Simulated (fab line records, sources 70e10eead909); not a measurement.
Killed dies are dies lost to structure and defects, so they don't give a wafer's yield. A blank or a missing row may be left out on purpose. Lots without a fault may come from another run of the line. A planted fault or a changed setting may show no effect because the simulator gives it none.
Chamber matching | flow nand_harc | NHARC_A_WL_FILL_ALD_19 on ald_metal-01: 4 sister chambers
The step deposits TiN, target thk 2 nm, pulse time 3 s, ald cycles 100. 7 wafers are shown with their chamber, then 8 later ones without.

WAFERS WITH THEIR CHAMBER
wafer  | chamber | heater_power_w (W) | precursor_pulse_height_rel
L074.3 | 3       | 1164               | 0.968
L081.6 | 2       | 1221               | 1.004
L084.6 | 0       | 975                | 0.981
L086.3 | 1       | 888                | 0.992
L086.4 | 3       | 1186               | 0.991
L086.6 | 0       | 989                | 1.019
L091.2 | 1       | 903                | 1.018

WAFERS WITHOUT THEIR CHAMBER
wafer  | heater_power_w (W) | precursor_pulse_height_rel
L091.3 | 1150               | 0.990
L091.4 | 983                | 0.950
L094.1 | 1114               | 1.024
L094.3 | 862                | 0.996
L094.5 | 909                | 1.024
L093.2 | 1004               | 1.009
L093.4 | 1186               | 1.004
L093.5 | 980                | 1.016

WHICH CHAMBER EACH WENT THROUGH
wafer  | from the rows above     | in truth
L091.3 | 3                       | 3
L091.4 | 0                       | 0
L094.1 | 3                       | 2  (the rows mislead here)
L094.3 | 1                       | 1
L094.5 | 1                       | 1
L093.2 | 0                       | 0
L093.4 | can't be placed: 3 or 2 | 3
L093.5 | 0                       | 0
Placed correctly: 6 of 8. Can't be placed from these rows: 1 (the true chamber is among the candidates in 1). Placed wrongly: 1.
How it was worked out, from the rows above alone: a wafer's distance from a chamber is the root of the sum, over the readings, of the square of ((its reading less the chamber's mean) divided by the reading's scatter). The wafer belongs to the nearest chamber; if the next one is less than 2 further off, it can't be placed. A chamber's mean is the mean of its shown wafers. The scatter: the root of (the sum of the squares of (reading less its chamber's mean) over the shown wafers, divided by (wafers less chambers)).
